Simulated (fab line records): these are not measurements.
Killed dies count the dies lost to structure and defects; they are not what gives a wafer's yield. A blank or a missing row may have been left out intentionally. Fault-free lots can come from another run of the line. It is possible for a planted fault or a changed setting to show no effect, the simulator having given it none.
2 desks, one fault :: flow n5Finfet :: numbers are kept per desk, each desk with only its own; the story behind them comes last

## FOR THE TOOL OWNER'S DESK: lithoTrack-04
The tool's own readings at N5_BEOL_M12_COAT_58 (time 60 s, resist thk 89 nm): means of the sampled wafers that have a number, for each lot that ran on this tool. Any lot whose mean is over 4 standard deviations away from the usual mean is out of limits and marked OUT; that distance is given in the brackets.
Columns: A = chillPlateTempC at N5_BEOL_M12_COAT_58, usual 23.04 C; B = spinSpeedRpm at N5_BEOL_M12_COAT_58, usual 1500.1 rpm
lot: L375
first seen here: day 13 13:03
A: 22.90
B: 1499.1

lot: L372
first seen here: day 13 13:24
A: 23.08
B: 1500.6

lot: L374
first seen here: day 13 16:22
A: 23.01
B: 1500.0

lot: L380
first seen here: day 15 01:35
A: 22.95
B: 1441.0 (-54) OUT

lot: L382
first seen here: day 15 08:56
A: 23.02
B: 1441.6 (-53) OUT

lot: L392
first seen here: day 18 18:32
A: 22.90
B: 1499.3
This desk finds L380, L382 out of limits, L380 being first, at day 15 01:35 (spinSpeedRpm at N5_BEOL_M12_COAT_58). Within limits: L375, L372, L374, L392.

## THE METROLOGY DESK
What the gauges read, lot by lot, whatever tool the lot ran on: means of the sampled wafers that have a number. Any lot whose mean is over 4 standard deviations away from the usual mean is out of limits and marked OUT; that distance is given in the brackets.
Columns: A = M11_THK at N5_BEOL_M11_THK_MEAS_53, usual 141.5 nm
lot: L371
first seen here: day 12 19:26
A: 140.3

lot: L375
first seen here: day 13 12:42
A: 139.1

lot: L372
first seen here: day 13 12:58
A: 143.4

lot: L376
first seen here: day 13 13:01
A: 140.8

lot: L374
first seen here: day 13 16:01
A: 145.8

lot: L380
first seen here: day 15 01:13
A: 140.6

lot: L382
first seen here: day 15 08:35
A: 138.0

lot: L388
first seen here: day 16 10:04
A: 141.3

lot: L390
first seen here: day 17 19:59
A: 142.6

lot: L391
first seen here: day 17 23:38
A: 143.4

lot: L392
first seen here: day 18 18:07
A: 144.8
Result from this desk: across the 11 lots, nothing is out of limits.

## PUT TOGETHER
The tool owner's desk had the chance to raise an alarm at day 15 01:35 on L380, L382.
At the metrology desk, nothing out of limits was observed.
The metrology desk holds a record of L380, L382, inside its limits.
The lots listed all ran N5_BEOL_M12_COAT_58 on lithoTrack-04.

## WHAT HAD BEEN PUT IN BY THE SIMULATOR
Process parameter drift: lithoTrack-04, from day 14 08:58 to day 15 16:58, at N5_BEOL_M12_COAT_58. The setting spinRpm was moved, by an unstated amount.
Struck lots among those shown: L380, L382.
Each desk's first reading out of limits, in hours after the fault started: the tool owner's desk, 17.
